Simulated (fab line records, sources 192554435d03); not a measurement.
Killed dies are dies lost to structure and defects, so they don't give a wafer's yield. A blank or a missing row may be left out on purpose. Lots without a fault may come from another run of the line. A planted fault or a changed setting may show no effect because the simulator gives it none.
Split-lot experiment | flow n5_finfet | 7 lots, 39 wafers read, on a route of 1938 steps

THE SPLIT
At N5_BEOL_M13_SPUTTER_43 (material TaN, target thk 15 nm, time 24.19 s), the setting time_s was moved away from the recipe's 24.19 s on 9 of the 39 wafers read, by -20.7% to +40.1%. The other wafers ran this setting at the recipe's value.

FROM THE SPLIT TO THE READING: what the file shows between them, 4 steps
- N5_BEOL_M13_SPUTTER_44: material Ta, target thk 10 nm, time 16.13 s
- N5_BEOL_M13_SPUTTER_45: material Cu, target thk 80 nm, time 13.33 s
- N5_BEOL_M13_ECD_47: material Cu, target thk 936 nm
- N5_BEOL_M13_ANNEAL_48: time 90 s

THE READING
barrier_field_endpoint_s, in s, at N5_BEOL_M13_CMP_49 (polishes, stops on SiOC, t overpolish 17.1 s, target thk 420 nm). Fault-free wafers of this fab line usually give 30.1 s, standard deviation 1 s.

wafer  | tool, chamber at the split | time_s as run, s | against the recipe | barrier_field_endpoint_s, s | against lot-mates on the recipe
L076.2 | pvd_sputter-02, -          | 24.19            | recipe             | 29.0                        | -
L076.1 | pvd_sputter-02, -          | 24.19            | recipe             | 29.0                        | -
L076.4 | pvd_sputter-02, -          | 24.19            | recipe             | 29.6                        | -
L076.3 | pvd_sputter-02, -          | 24.19            | recipe             | 28.7                        | -
L076.5 | pvd_sputter-02, -          | 24.19            | recipe             | 29.6                        | -
L076.6 | pvd_sputter-02, -          | 24.19            | recipe             | 28.9                        | -
L079.1 | pvd_sputter-02, -          | 24.19            | recipe             | 30.1                        | -
L079.4 | pvd_sputter-02, -          | 19.19            | -20.7%             | 27.0                        | -3.4
L079.3 | pvd_sputter-02, -          | 19.19            | -20.7%             | 26.3                        | -4.1
L079.2 | pvd_sputter-02, -          | 19.19            | -20.7%             | 25.1                        | -5.3
L079.6 | pvd_sputter-02, -          | 24.19            | recipe             | 30.0                        | -
L079.5 | pvd_sputter-02, -          | 24.19            | recipe             | 31.0                        | -
L080.3 | pvd_sputter-01, -          | 24.19            | recipe             | 28.7                        | -
L080.4 | pvd_sputter-01, -          | 24.19            | recipe             | 30.5                        | -
L080.6 | pvd_sputter-01, -          | 24.19            | recipe             | 30.6                        | -
L082.4 | pvd_sputter-03, -          | 31.14            | +28.7%             | 36.0                        | +5.8
L082.1 | pvd_sputter-03, -          | 24.19            | recipe             | 30.5                        | -
L082.3 | pvd_sputter-03, -          | 24.19            | recipe             | 29.5                        | -
L082.2 | pvd_sputter-03, -          | 31.14            | +28.7%             | 35.8                        | +5.6
L082.5 | pvd_sputter-03, -          | 31.14            | +28.7%             | 36.4                        | +6.2
L082.6 | pvd_sputter-03, -          | 24.19            | recipe             | 30.5                        | -
L086.1 | pvd_sputter-03, -          | 24.19            | recipe             | 30.5                        | -
L086.3 | pvd_sputter-03, -          | 33.88            | +40.1%             | 39.3                        | +7.8
L086.4 | pvd_sputter-03, -          | 24.19            | recipe             | 32.2                        | -
L086.2 | pvd_sputter-03, -          | 33.88            | +40.1%             | 38.9                        | +7.4
L086.5 | pvd_sputter-03, -          | 33.88            | +40.1%             | 38.5                        | +7.0
L086.6 | pvd_sputter-03, -          | 24.19            | recipe             | 31.7                        | -
L088.4 | pvd_sputter-02, -          | 24.19            | recipe             | 29.8                        | -
L088.1 | pvd_sputter-02, -          | 24.19            | recipe             | 29.0                        | -
L088.3 | pvd_sputter-02, -          | 24.19            | recipe             | 29.5                        | -
L088.2 | pvd_sputter-02, -          | 24.19            | recipe             | 30.4                        | -
L088.5 | pvd_sputter-02, -          | 24.19            | recipe             | 29.0                        | -
L088.6 | pvd_sputter-02, -          | 24.19            | recipe             | 30.4                        | -
L093.4 | pvd_sputter-02, -          | 24.19            | recipe             | 30.5                        | -
L093.1 | pvd_sputter-02, -          | 24.19            | recipe             | 29.5                        | -
L093.3 | pvd_sputter-02, -          | 24.19            | recipe             | 30.3                        | -
L093.2 | pvd_sputter-02, -          | 24.19            | recipe             | 29.9                        | -
L093.5 | pvd_sputter-02, -          | 24.19            | recipe             | 30.0                        | -
L093.6 | pvd_sputter-02, -          | 24.19            | recipe             | 29.9                        | -

THE FIT
A straight line over all 39 wafers: barrier_field_endpoint_s changes by +0.213 s for each +1% of time_s; r = +0.97; the points scatter about the line by 0.81 s.
The same after taking each lot's own level away (the mean of its wafers on the recipe; 39 wafers): +0.194 s for each +1%; r = +0.98; scatter 0.56 s.
On that fit, the largest move of time_s shifts the reading by 7.8 s.
The lots' own levels span 29.13 to 31.47 s, that is 2.3 times the standard deviation above.
So the lot-to-lot level changes the slope little: the two slopes agree.
Check: with one of the wafers moved furthest among these (+40.1%) left out of the fit, the line predicts +7.76 s for it against its lot-mates. It came out at +7.83 s against them.

OTHER SPLITS ON THESE WAFERS
These wafers also went through other splits before the reading. Each is held against what the fit with the lots' levels taken away leaves over:
other split on the same wafers   | wafers away from the commonest value | r with barrier_field_endpoint_s (lot level and that fit taken away)
N5_FIN_SAQP_PECVD_48 time_s      | 15                                   | +0.09
N5_SDB_ALD_29 ald_cycles         | 15                                   | -0.04
N5_BEOL_M1_TRENCH_ETCH_37 time_s | 12                                   | +0.07
N5_BEOL_M4_DESCUM_33 time_s      | 18                                   | +0.08
N5_BEOL_M9_ETCH_62 time_s        | 15                                   | -0.12

THE WHOLE CHAIN: every reading that the file lists as answering this split, in the file's order
step                   | what it does                                                    | reading                                                                            | change (the file's fit)              | r (the file's)
N5_BEOL_M13_SPUTTER_43 | material TaN, target thk 15 nm, time 24.19 s                    | TaN_of_BEOL_M13_SPUTTER_43.thk_nm (the simulator's own value, which no gauge read) | +0.15 nm for each +1% of the setting | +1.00
N5_BEOL_M13_CMP_49     | polishes, stops on SiOC, t overpolish 17.1 s, target thk 420 nm | barrier_field_endpoint_s                                                           | +0.194 s for each +1% of the setting | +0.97

THE FILE'S OWN FIT
barrier_field_endpoint_s changes by +0.194 s for each +1% of time_s, r = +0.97.
